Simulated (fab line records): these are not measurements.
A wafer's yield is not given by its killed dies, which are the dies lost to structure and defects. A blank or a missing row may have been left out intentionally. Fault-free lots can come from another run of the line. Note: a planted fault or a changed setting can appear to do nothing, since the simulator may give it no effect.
Chamber matching / flow n5-finfet / 4 sister chambers for N5_MIM_TOP_ALD_00 on ald-hk-03
The step deposits Al2O3, purge time 3 s, co reactant pulse time 3 s. 18 wafers are shown with their chamber, then 9 later ones without.

WAFERS PAIRED WITH THEIR CHAMBERS
wafer=L638.1 chamber=1 precursor-pulse-height-rel=0.972
wafer=L638.4 chamber=2 precursor-pulse-height-rel=0.947
wafer=L638.6 chamber=1 precursor-pulse-height-rel=0.996
wafer=L636.2 chamber=0 precursor-pulse-height-rel=0.998
wafer=L636.3 chamber=3 precursor-pulse-height-rel=1.004
wafer=L636.6 chamber=0 precursor-pulse-height-rel=0.961
wafer=L637.2 chamber=2 precursor-pulse-height-rel=1.004
wafer=L637.5 chamber=2 precursor-pulse-height-rel=0.985
wafer=L637.6 chamber=3 precursor-pulse-height-rel=0.983
wafer=L641.1 chamber=2 precursor-pulse-height-rel=1.035
wafer=L641.2 chamber=0 precursor-pulse-height-rel=0.947
wafer=L641.4 chamber=3 precursor-pulse-height-rel=0.990
wafer=L642.1 chamber=3 precursor-pulse-height-rel=0.987
wafer=L642.3 chamber=0 precursor-pulse-height-rel=1.019
wafer=L642.4 chamber=1 precursor-pulse-height-rel=0.970
wafer=L643.1 chamber=1 precursor-pulse-height-rel=0.978
wafer=L643.3 chamber=0 precursor-pulse-height-rel=1.009
wafer=L643.5 chamber=2 precursor-pulse-height-rel=0.986

SIGNATURES (means of the wafers above)
reading=precursor-pulse-height-rel; chamber 0=0.98680; chamber 1=0.97900; chamber 2=0.99140; chamber 3=0.99100; scatter within a chamber=0.0249
Rule: a wafer lies at a distance from a chamber equal to the root of the sum of squares, over the readings, of (its reading less the chamber's mean, divided by the reading's scatter). The wafer belongs to the nearest chamber; if the next one is less than 2 further off, it can't be placed. How the scatter is found: for the shown wafers, subtract from each reading the mean of its chamber, square and add these, divide the total by (wafers less chambers), then take the root.

WAFERS WITH NO CHAMBER GIVEN
wafer=L647.1 precursor-pulse-height-rel=0.976
wafer=L647.4 precursor-pulse-height-rel=0.998
wafer=L647.5 precursor-pulse-height-rel=0.981
wafer=L654.2 precursor-pulse-height-rel=1.027
wafer=L654.4 precursor-pulse-height-rel=0.984
wafer=L654.6 precursor-pulse-height-rel=0.997
wafer=L655.2 precursor-pulse-height-rel=0.991
wafer=L655.5 precursor-pulse-height-rel=1.033
wafer=L655.6 precursor-pulse-height-rel=1.032

EACH ONE'S CHAMBER
wafer=L647.1; from the rows above=can't be placed: 1 or 0 or 3 or 2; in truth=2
wafer=L647.4; from the rows above=can't be placed: 2 or 3 or 0 or 1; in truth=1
wafer=L647.5; from the rows above=can't be placed: 1 or 0 or 3 or 2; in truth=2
wafer=L654.2; from the rows above=can't be placed: 2 or 3 or 0 or 1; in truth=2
wafer=L654.4; from the rows above=can't be placed: 0 or 1 or 3 or 2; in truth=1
wafer=L654.6; from the rows above=can't be placed: 2 or 3 or 0 or 1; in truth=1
wafer=L655.2; from the rows above=can't be placed: 3 or 2 or 0 or 1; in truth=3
wafer=L655.5; from the rows above=can't be placed: 2 or 3 or 0 or 1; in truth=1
wafer=L655.6; from the rows above=can't be placed: 2 or 3 or 0 or 1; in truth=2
Correctly placed: 0 of 9. Unplaceable from these rows: 9, with the true chamber sitting among the candidates in 9. Number placed wrongly: 0.
